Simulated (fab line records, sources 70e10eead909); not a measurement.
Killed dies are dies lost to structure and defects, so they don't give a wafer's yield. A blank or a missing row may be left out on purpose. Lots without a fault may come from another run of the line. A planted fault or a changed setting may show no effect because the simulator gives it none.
Chamber matching | flow nand_harc | NHARC_THIN_TSV_DESCUM_35 on rie_diel-13: 4 sister chambers
The step chemistry O2, time 3 s. 8 wafers are shown with their chamber, then 7 later ones without.

WAFERS WITH THEIR CHAMBER
wafer  | chamber | drypump_motor_current_A (A) | rf_vpp_V (V)
L505.1 | 2       | 5.1                         | 57.1
L505.3 | 1       | 5.7                         | 57.2
L505.5 | 3       | 5.3                         | 58.9
L509.1 | 0       | 6.4                         | 58.3
L509.2 | 2       | 5.2                         | 58.6
L509.4 | 1       | 5.8                         | 56.9
L521.4 | 3       | 5.3                         | 58.7
L521.5 | 0       | 6.4                         | 56.9

WAFERS WITHOUT THEIR CHAMBER
wafer  | drypump_motor_current_A (A) | rf_vpp_V (V)
L521.6 | 5.8                         | 57.1
L524.1 | 5.2                         | 54.8
L524.2 | 5.3                         | 58.2
L524.6 | 5.3                         | 58.2
L523.1 | 5.3                         | 56.7
L523.2 | 6.4                         | 56.7
L523.6 | 5.3                         | 58.1

WHICH CHAMBER EACH WENT THROUGH
wafer  | from the rows above     | in truth
L521.6 | 1                       | 1
L524.1 | can't be placed: 2 or 3 | 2
L524.2 | 3                       | 3
L524.6 | 3                       | 3
L523.1 | can't be placed: 3 or 2 | 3
L523.2 | 0                       | 0
L523.6 | 3                       | 3
Placed correctly: 5 of 7. Can't be placed from these rows: 2 (the true chamber is among the candidates in 2). Placed wrongly: 0.
How it was worked out, from the rows above alone: a wafer's distance from a chamber is the root of the sum, over the readings, of the square of ((its reading less the chamber's mean) divided by the reading's scatter). The wafer belongs to the nearest chamber; if the next one is less than 2 further off, it can't be placed. A chamber's mean is the mean of its shown wafers. The scatter: the root of (the sum of the squares of (reading less its chamber's mean) over the shown wafers, divided by (wafers less chambers)).
